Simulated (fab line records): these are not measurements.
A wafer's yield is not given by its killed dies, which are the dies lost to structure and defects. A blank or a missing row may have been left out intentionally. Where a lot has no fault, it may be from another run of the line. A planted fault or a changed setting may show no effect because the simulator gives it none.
The tool behind it: which one? || flow nandHarc || 12 lots with 36 wafers sampled at 5 steps, on a route of 1159 steps

== WHAT THE GAUGES READ, wafer by wafer ==
NHARC_P_ZERO_WELL_CD_MEAS_11 targets a cd of 500 nm. Usual: 499.6 nm for cdNm, sd 1.7.
{"lot": "L857", "measured": "day 2 01:08", "on": "cdSem-01", "cdNm (nm)": "498.6 500.1 499.5", "flag": ""}
{"lot": "L860", "measured": "day 2 19:15", "on": "cdSem-01", "cdNm (nm)": "498.1 498.1 498.8", "flag": ""}
{"lot": "L861", "measured": "day 3 01:07", "on": "cdSem-01", "cdNm (nm)": "498.0 498.7 496.8", "flag": ""}
{"lot": "L864", "measured": "day 3 19:14", "on": "cdSem-01", "cdNm (nm)": "497.8 498.5 496.5", "flag": ""}
{"lot": "L865", "measured": "day 4 01:14", "on": "cdSem-03", "cdNm (nm)": "500.1 500.2 500.6", "flag": ""}
{"lot": "L866", "measured": "day 4 07:08", "on": "cdSem-01", "cdNm (nm)": "500.0 500.2 497.4", "flag": ""}
{"lot": "L868", "measured": "day 4 19:14", "on": "cdSem-02", "cdNm (nm)": "501.8 502.4 500.6", "flag": ""}
{"lot": "L871", "measured": "day 5 13:16", "on": "cdSem-02", "cdNm (nm)": "497.6 498.4 497.6", "flag": ""}
{"lot": "L875", "measured": "day 6 13:15", "on": "cdSem-02", "cdNm (nm)": "501.2 501.5 502.3", "flag": ""}
{"lot": "L876", "measured": "day 6 19:14", "on": "cdSem-02", "cdNm (nm)": "499.4 500.5 499.6", "flag": ""}
{"lot": "L877", "measured": "day 7 01:15", "on": "cdSem-02", "cdNm (nm)": "498.4 500.3 496.7", "flag": ""}
{"lot": "L878", "measured": "day 7 07:15", "on": "cdSem-01", "cdNm (nm)": "500.9 498.6 499.0", "flag": ""}

NHARC_END_SORT_01. Usual: killedAtArray 21, standard deviation 8.9; killedAtOther 0.8, standard deviation 1.3; killedAtPeriphery 3.6, standard deviation 2.4; killedDies 26, standard deviation 8.9; killedOpen 3.1, standard deviation 1.8; killedShort 1.9, standard deviation 1.3.
{"lot": "L857", "measured": "day 19 14:56", "on": "prober-02", "killedAtArray": "17 18 16", "killedAtOther": "1 2 0", "killedAtPeriphery": "4 3 1", "killedDies": "22 23 17", "killedOpen": "4 5 2", "killedShort": "0 3 0", "flag": ""}
{"lot": "L860", "measured": "day 20 09:10", "on": "prober-02", "killedAtArray": "32 37 29", "killedAtOther": "1 0 0", "killedAtPeriphery": "0 0 3", "killedDies": "33 37 32", "killedOpen": "2 1 2", "killedShort": "0 1 2", "flag": ""}
{"lot": "L861", "measured": "day 19 22:52", "on": "prober-01", "killedAtArray": "14 14 29", "killedAtOther": "0 0 2", "killedAtPeriphery": "2 2 6", "killedDies": "16 16 37", "killedOpen": "0 1 5", "killedShort": "2 0 3", "flag": ""}
{"lot": "L864", "measured": "day 21 13:46", "on": "prober-01", "killedAtArray": "31 28 32", "killedAtOther": "5 0 3", "killedAtPeriphery": "1 2 3", "killedDies": "37 30 38", "killedOpen": "2 2 4", "killedShort": "2 0 3", "flag": ""}
{"lot": "L865", "measured": "day 22 13:22", "on": "prober-02", "killedAtArray": "30 33 23", "killedAtOther": "2 1 2", "killedAtPeriphery": "3 4 4", "killedDies": "35 38 29", "killedOpen": "1 2 1", "killedShort": "3 2 2", "flag": ""}
{"lot": "L866", "measured": "day 21 14:36", "on": "prober-02", "killedAtArray": "14 12 8", "killedAtOther": "0 0 0", "killedAtPeriphery": "5 7 4", "killedDies": "19 19 12", "killedOpen": "3 4 2", "killedShort": "4 3 0", "flag": ""}
{"lot": "L868", "measured": "day 22 19:32", "on": "prober-01", "killedAtArray": "30 40 28", "killedAtOther": "2 0 0", "killedAtPeriphery": "7 8 0", "killedDies": "39 48 28", "killedOpen": "4 5 4", "killedShort": "1 2 0", "flag": ""}
{"lot": "L871", "measured": "day 23 15:52", "on": "prober-02", "killedAtArray": "12 18 10", "killedAtOther": "0 0 3", "killedAtPeriphery": "5 4 0", "killedDies": "17 22 13", "killedOpen": "2 6 1", "killedShort": "2 3 1", "flag": ""}
{"lot": "L875", "measured": "day 23 16:56", "on": "prober-01", "killedAtArray": "40 30 25", "killedAtOther": "0 0 0", "killedAtPeriphery": "3 2 0", "killedDies": "43 32 25", "killedOpen": "5 5 2", "killedShort": "2 3 2", "flag": ""}
{"lot": "L876", "measured": "day 24 08:28", "on": "prober-01", "killedAtArray": "14 13 15", "killedAtOther": "0 1 1", "killedAtPeriphery": "6 3 1", "killedDies": "20 17 17", "killedOpen": "5 2 2", "killedShort": "2 3 3", "flag": ""}
{"lot": "L877", "measured": "day 24 16:11", "on": "prober-02", "killedAtArray": "25 22 19", "killedAtOther": "0 0 0", "killedAtPeriphery": "4 5 4", "killedDies": "29 27 23", "killedOpen": "3 6 4", "killedShort": "4 1 3", "flag": ""}
{"lot": "L878", "measured": "day 24 20:52", "on": "prober-01", "killedAtArray": "18 15 21", "killedAtOther": "0 0 0", "killedAtPeriphery": "4 6 3", "killedDies": "22 21 24", "killedOpen": "1 2 5", "killedShort": "2 2 0", "flag": ""}

== WHAT TOOL EACH LOT RAN ON (gives the tool, then ch and the chambers of the sampled wafers, and finally the start) ==
{"lot": "L857", "NHARC_P_ZERO_WELL_SOFTBAKE_06": "lithoTrack-03 ch 0, day 2 00:00", "NHARC_P_ZERO_WELL_ETCH_65": "rieDiel-10 ch 1,2,3, day 2 01:23", "NHARC_P_ZERO_WELL_DESCUM_26": "rieDiel-02 ch 0,1,3, day 2 02:33"}
{"lot": "L860", "NHARC_P_ZERO_WELL_SOFTBAKE_06": "lithoTrack-07 ch 0, day 2 18:00", "NHARC_P_ZERO_WELL_ETCH_65": "rieDiel-10 ch 0,1,3, day 2 19:29", "NHARC_P_ZERO_WELL_DESCUM_26": "rieDiel-09 ch 0,1, day 2 20:46"}
{"lot": "L861", "NHARC_P_ZERO_WELL_SOFTBAKE_06": "lithoTrack-03 ch 0, day 3 00:00", "NHARC_P_ZERO_WELL_ETCH_65": "rieDiel-09 ch 0,1, day 3 01:22", "NHARC_P_ZERO_WELL_DESCUM_26": "rieDiel-09 ch 0,2,3, day 3 02:38"}
{"lot": "L864", "NHARC_P_ZERO_WELL_SOFTBAKE_06": "lithoTrack-03 ch 0, day 3 18:00", "NHARC_P_ZERO_WELL_ETCH_65": "rieDiel-02 ch 0,1,3, day 3 19:29", "NHARC_P_ZERO_WELL_DESCUM_26": "rieDiel-02 ch 0,1,3, day 3 20:46"}
{"lot": "L865", "NHARC_P_ZERO_WELL_SOFTBAKE_06": "lithoTrack-05 ch 0, day 4 00:00", "NHARC_P_ZERO_WELL_ETCH_65": "rieDiel-09 ch 0,2, day 4 01:29", "NHARC_P_ZERO_WELL_DESCUM_26": "rieDiel-09 ch 1,2, day 4 02:49"}
{"lot": "L866", "NHARC_P_ZERO_WELL_SOFTBAKE_06": "lithoTrack-07 ch 0, day 4 06:00", "NHARC_P_ZERO_WELL_ETCH_65": "rieDiel-10 ch 0,1,3, day 4 07:22", "NHARC_P_ZERO_WELL_DESCUM_26": "rieDiel-10 ch 0,1,2, day 4 08:32"}
{"lot": "L868", "NHARC_P_ZERO_WELL_SOFTBAKE_06": "lithoTrack-03 ch 0, day 4 18:00", "NHARC_P_ZERO_WELL_ETCH_65": "rieDiel-09 ch 0,1,2, day 4 19:29", "NHARC_P_ZERO_WELL_DESCUM_26": "rieDiel-10 ch 1,3, day 4 20:46"}
{"lot": "L871", "NHARC_P_ZERO_WELL_SOFTBAKE_06": "lithoTrack-07 ch 0, day 5 12:00", "NHARC_P_ZERO_WELL_ETCH_65": "rieDiel-02 ch 0,1,2, day 5 13:31", "NHARC_P_ZERO_WELL_DESCUM_26": "rieDiel-09 ch 0,1,2, day 5 14:43"}
{"lot": "L875", "NHARC_P_ZERO_WELL_SOFTBAKE_06": "lithoTrack-03 ch 0, day 6 12:00", "NHARC_P_ZERO_WELL_ETCH_65": "rieDiel-02 ch 1,2,3, day 6 13:29", "NHARC_P_ZERO_WELL_DESCUM_26": "rieDiel-02 ch 0,2, day 6 14:46"}
{"lot": "L876", "NHARC_P_ZERO_WELL_SOFTBAKE_06": "lithoTrack-03 ch 0, day 6 18:00", "NHARC_P_ZERO_WELL_ETCH_65": "rieDiel-10 ch 1,2,3, day 6 19:29", "NHARC_P_ZERO_WELL_DESCUM_26": "rieDiel-09 ch 0,2,3, day 6 20:39"}
{"lot": "L877", "NHARC_P_ZERO_WELL_SOFTBAKE_06": "lithoTrack-05 ch 0, day 7 00:00", "NHARC_P_ZERO_WELL_ETCH_65": "rieDiel-09 ch 1,2, day 7 01:29", "NHARC_P_ZERO_WELL_DESCUM_26": "rieDiel-10 ch 1,2, day 7 02:37"}
{"lot": "L878", "NHARC_P_ZERO_WELL_SOFTBAKE_06": "lithoTrack-05 ch 0, day 7 06:00", "NHARC_P_ZERO_WELL_ETCH_65": "rieDiel-09 ch 0,1,3, day 7 07:31", "NHARC_P_ZERO_WELL_DESCUM_26": "rieDiel-09 ch 2,3, day 7 08:38"}
- NHARC_P_ZERO_WELL_SOFTBAKE_06: time 70 s.
- NHARC_P_ZERO_WELL_ETCH_65: etches the open film in N2/H2, target depth 80 nm, overetch 24 nm, time 87.88 s.
- NHARC_P_ZERO_WELL_DESCUM_26: chemistry O2, time 3 s.

== AS READ BY THE TOOLS THEMSELVES (means over the sampled wafers that have a number; for cases with no such wafer, the mark the record gives instead) ==
NHARC_P_ZERO_WELL_SOFTBAKE_06. Usual: 200.8 W for heaterPowerTotalW, sd 1.3.
{"lot": "L857", "tool": "lithoTrack-03", "heaterPowerTotalW (W)": 200.8, "flag": ""}
{"lot": "L860", "tool": "lithoTrack-07", "heaterPowerTotalW (W)": 201.7, "flag": ""}
{"lot": "L861", "tool": "lithoTrack-03", "heaterPowerTotalW (W)": 201.2, "flag": ""}
{"lot": "L864", "tool": "lithoTrack-03", "heaterPowerTotalW (W)": 200.4, "flag": ""}
{"lot": "L865", "tool": "lithoTrack-05", "heaterPowerTotalW (W)": 201.4, "flag": ""}
{"lot": "L866", "tool": "lithoTrack-07", "heaterPowerTotalW (W)": 200.5, "flag": ""}
{"lot": "L868", "tool": "lithoTrack-03", "heaterPowerTotalW (W)": 200.7, "flag": ""}
{"lot": "L871", "tool": "lithoTrack-07", "heaterPowerTotalW (W)": 201.1, "flag": ""}
{"lot": "L875", "tool": "lithoTrack-03", "heaterPowerTotalW (W)": 217.8, "flag": "OFF"}
{"lot": "L876", "tool": "lithoTrack-03", "heaterPowerTotalW (W)": 207.4, "flag": "OFF"}
{"lot": "L877", "tool": "lithoTrack-05", "heaterPowerTotalW (W)": 202.0, "flag": ""}
{"lot": "L878", "tool": "lithoTrack-05", "heaterPowerTotalW (W)": 200.8, "flag": ""}

NHARC_P_ZERO_WELL_ETCH_65. Usual: chamberPressureMTorr 30.000 mTorr, standard deviation 0.027; drypumpMotorCurrentA 5.7 A, standard deviation 0.42; oesProductAu 0.999 a.u., standard deviation 0.0099; rfVppV 430.7 V, standard deviation 2.4; showerheadPlenumPTorr 2.05 Torr, standard deviation 0.082; throttleValvePct 14.170 %, standard deviation 0.0082.
{"lot": "L857", "tool": "rieDiel-10", "chamberPressureMTorr (mTorr)": 29.979, "drypumpMotorCurrentA (A)": 5.7, "oesProductAu (a.u.)": 1.004, "rfVppV (V)": 431.4, "showerheadPlenumPTorr (Torr)": 2.08, "throttleValvePct (%)": 14.174, "flag": ""}
{"lot": "L860", "tool": "rieDiel-10", "chamberPressureMTorr (mTorr)": 30.023, "drypumpMotorCurrentA (A)": 5.8, "oesProductAu (a.u.)": 1.002, "rfVppV (V)": 432.3, "showerheadPlenumPTorr (Torr)": 2.11, "throttleValvePct (%)": 14.170, "flag": ""}
{"lot": "L861", "tool": "rieDiel-09", "chamberPressureMTorr (mTorr)": 29.990, "drypumpMotorCurrentA (A)": 5.1, "oesProductAu (a.u.)": 1.006, "rfVppV (V)": 430.7, "showerheadPlenumPTorr (Torr)": 2.07, "throttleValvePct (%)": 14.160, "flag": ""}
{"lot": "L864", "tool": "rieDiel-02", "chamberPressureMTorr (mTorr)": 30.003, "drypumpMotorCurrentA (A)": 5.5, "oesProductAu (a.u.)": 0.986, "rfVppV (V)": 430.9, "showerheadPlenumPTorr (Torr)": 2.07, "throttleValvePct (%)": 14.166, "flag": ""}
{"lot": "L865", "tool": "rieDiel-09", "chamberPressureMTorr (mTorr)": 30.007, "drypumpMotorCurrentA (A)": 5.6, "oesProductAu (a.u.)": 0.991, "rfVppV (V)": 428.5, "showerheadPlenumPTorr (Torr)": 1.95, "throttleValvePct (%)": 14.171, "flag": ""}
{"lot": "L866", "tool": "rieDiel-10", "chamberPressureMTorr (mTorr)": 30.000, "drypumpMotorCurrentA (A)": 5.8, "oesProductAu (a.u.)": 0.996, "rfVppV (V)": 433.0, "showerheadPlenumPTorr (Torr)": 2.11, "throttleValvePct (%)": 14.172, "flag": ""}
{"lot": "L868", "tool": "rieDiel-09", "chamberPressureMTorr (mTorr)": 29.989, "drypumpMotorCurrentA (A)": 5.5, "oesProductAu (a.u.)": 1.002, "rfVppV (V)": 428.8, "showerheadPlenumPTorr (Torr)": 2.00, "throttleValvePct (%)": 14.164, "flag": ""}
{"lot": "L871", "tool": "rieDiel-02", "chamberPressureMTorr (mTorr)": 29.985, "drypumpMotorCurrentA (A)": 5.5, "oesProductAu (a.u.)": 1.007, "rfVppV (V)": 431.6, "showerheadPlenumPTorr (Torr)": 2.07, "throttleValvePct (%)": 14.165, "flag": ""}
{"lot": "L875", "tool": "rieDiel-02", "chamberPressureMTorr (mTorr)": 29.987, "drypumpMotorCurrentA (A)": 5.6, "oesProductAu (a.u.)": 0.986, "rfVppV (V)": 431.4, "showerheadPlenumPTorr (Torr)": 2.09, "throttleValvePct (%)": 14.169, "flag": ""}
{"lot": "L876", "tool": "rieDiel-10", "chamberPressureMTorr (mTorr)": 30.011, "drypumpMotorCurrentA (A)": 5.7, "oesProductAu (a.u.)": 1.002, "rfVppV (V)": 431.5, "showerheadPlenumPTorr (Torr)": 2.07, "throttleValvePct (%)": 14.170, "flag": ""}
{"lot": "L877", "tool": "rieDiel-09", "chamberPressureMTorr (mTorr)": 30.008, "drypumpMotorCurrentA (A)": 5.5, "oesProductAu (a.u.)": 1.001, "rfVppV (V)": 431.4, "showerheadPlenumPTorr (Torr)": 2.06, "throttleValvePct (%)": 14.178, "flag": ""}
{"lot": "L878", "tool": "rieDiel-09", "chamberPressureMTorr (mTorr)": 29.987, "drypumpMotorCurrentA (A)": 5.5, "oesProductAu (a.u.)": 0.997, "rfVppV (V)": 431.1, "showerheadPlenumPTorr (Torr)": 2.02, "throttleValvePct (%)": 14.180, "flag": ""}

NHARC_P_ZERO_WELL_DESCUM_26. Usual: chamberPressureMTorr 60.00 mTorr, standard deviation 0.097; drypumpMotorCurrentA 5.7 A, standard deviation 0.46; oesProductAu 0.998 a.u., standard deviation 0.011; rfVppV 57.9 V, standard deviation 0.92; showerheadPlenumPTorr 1.91 Torr, standard deviation 0.076; throttleValvePct 11.311 %, standard deviation 0.0098.
{"lot": "L857", "tool": "rieDiel-02", "chamberPressureMTorr (mTorr)": 59.99, "drypumpMotorCurrentA (A)": 5.5, "oesProductAu (a.u.)": 0.988, "rfVppV (V)": 58.8, "showerheadPlenumPTorr (Torr)": 1.94, "throttleValvePct (%)": 11.313, "flag": ""}
{"lot": "L860", "tool": "rieDiel-09", "chamberPressureMTorr (mTorr)": 59.96, "drypumpMotorCurrentA (A)": 5.1, "oesProductAu (a.u.)": 0.990, "rfVppV (V)": 57.8, "showerheadPlenumPTorr (Torr)": 1.94, "throttleValvePct (%)": 11.313, "flag": ""}
{"lot": "L861", "tool": "rieDiel-09", "chamberPressureMTorr (mTorr)": 59.98, "drypumpMotorCurrentA (A)": 5.9, "oesProductAu (a.u.)": 0.988, "rfVppV (V)": 57.1, "showerheadPlenumPTorr (Torr)": 1.84, "throttleValvePct (%)": 11.317, "flag": ""}
{"lot": "L864", "tool": "rieDiel-02", "chamberPressureMTorr (mTorr)": 60.03, "drypumpMotorCurrentA (A)": 5.5, "oesProductAu (a.u.)": 0.992, "rfVppV (V)": 58.5, "showerheadPlenumPTorr (Torr)": 1.94, "throttleValvePct (%)": 11.310, "flag": ""}
{"lot": "L865", "tool": "rieDiel-09", "chamberPressureMTorr (mTorr)": 59.98, "drypumpMotorCurrentA (A)": 5.5, "oesProductAu (a.u.)": 0.992, "rfVppV (V)": 57.4, "showerheadPlenumPTorr (Torr)": 1.92, "throttleValvePct (%)": 11.311, "flag": ""}
{"lot": "L866", "tool": "rieDiel-10", "chamberPressureMTorr (mTorr)": 59.98, "drypumpMotorCurrentA (A)": 5.8, "oesProductAu (a.u.)": 1.005, "rfVppV (V)": 57.9, "showerheadPlenumPTorr (Torr)": 1.95, "throttleValvePct (%)": 11.312, "flag": ""}
{"lot": "L868", "tool": "rieDiel-10", "chamberPressureMTorr (mTorr)": 60.01, "drypumpMotorCurrentA (A)": 5.7, "oesProductAu (a.u.)": 1.002, "rfVppV (V)": 58.9, "showerheadPlenumPTorr (Torr)": 1.98, "throttleValvePct (%)": 11.315, "flag": ""}
{"lot": "L871", "tool": "rieDiel-09", "chamberPressureMTorr (mTorr)": 59.97, "drypumpMotorCurrentA (A)": 5.6, "oesProductAu (a.u.)": 0.997, "rfVppV (V)": 57.7, "showerheadPlenumPTorr (Torr)": 1.88, "throttleValvePct (%)": 11.309, "flag": ""}
{"lot": "L875", "tool": "rieDiel-02", "chamberPressureMTorr (mTorr)": 60.01, "drypumpMotorCurrentA (A)": 5.8, "oesProductAu (a.u.)": 0.998, "rfVppV (V)": 58.0, "showerheadPlenumPTorr (Torr)": 1.90, "throttleValvePct (%)": 11.302, "flag": ""}
{"lot": "L876", "tool": "rieDiel-09", "chamberPressureMTorr (mTorr)": 59.92, "drypumpMotorCurrentA (A)": 5.9, "oesProductAu (a.u.)": 1.004, "rfVppV (V)": 56.8, "showerheadPlenumPTorr (Torr)": 1.84, "throttleValvePct (%)": 11.316, "flag": ""}
{"lot": "L877", "tool": "rieDiel-10", "chamberPressureMTorr (mTorr)": 60.01, "drypumpMotorCurrentA (A)": 5.5, "oesProductAu (a.u.)": 1.004, "rfVppV (V)": 58.3, "showerheadPlenumPTorr (Torr)": 1.97, "throttleValvePct (%)": 11.306, "flag": ""}
{"lot": "L878", "tool": "rieDiel-09", "chamberPressureMTorr (mTorr)": 59.95, "drypumpMotorCurrentA (A)": 6.3, "oesProductAu (a.u.)": 1.008, "rfVppV (V)": 58.2, "showerheadPlenumPTorr (Torr)": 1.83, "throttleValvePct (%)": 11.303, "flag": ""}

== THE ANSWER, worked out from the rows above alone ==
Rule: take the mean of a lot's wafers that have a number; if it is more than 3 standard deviations from the usual mean, the lot is off. A lot without any number at a reading at which 4 lots or more have one is off too. Any other lot the step has rows for is counted as sound. First the gauges in route order, then the tools' own readings, where a lot's mean is used as printed above. The first step at which some lot is off is used, and at that step the reading that is off furthest; a lot without a number counts as furthest.
Off at NHARC_P_ZERO_WELL_SOFTBAKE_06 (heaterPowerTotalW): L875, L876.
If a tool, at that step or one of the process steps before it, ran each lot that is off and ran no sound lot following the first of them, it fits. One candidate fits, namely lithoTrack-03 at NHARC_P_ZERO_WELL_SOFTBAKE_06. A fault onset in the window from L868 (day 4 18:00, its last sound lot) to L875 (day 6 12:00, its first lot off) fits.
The tool's own readings at NHARC_P_ZERO_WELL_SOFTBAKE_06 bear it out: on the lots that are off they differ by more than 5 times the standard deviation of the sound lots' means. heaterPowerTotalW reads 212.6 W there against 201.1 W on the sound lots.

== WHAT THE SIMULATOR HAD PUT IN ==
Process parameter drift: lithoTrack-03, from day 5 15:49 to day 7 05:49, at NHARC_P_ZERO_WELL_SOFTBAKE_06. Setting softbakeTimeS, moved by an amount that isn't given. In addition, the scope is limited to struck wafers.
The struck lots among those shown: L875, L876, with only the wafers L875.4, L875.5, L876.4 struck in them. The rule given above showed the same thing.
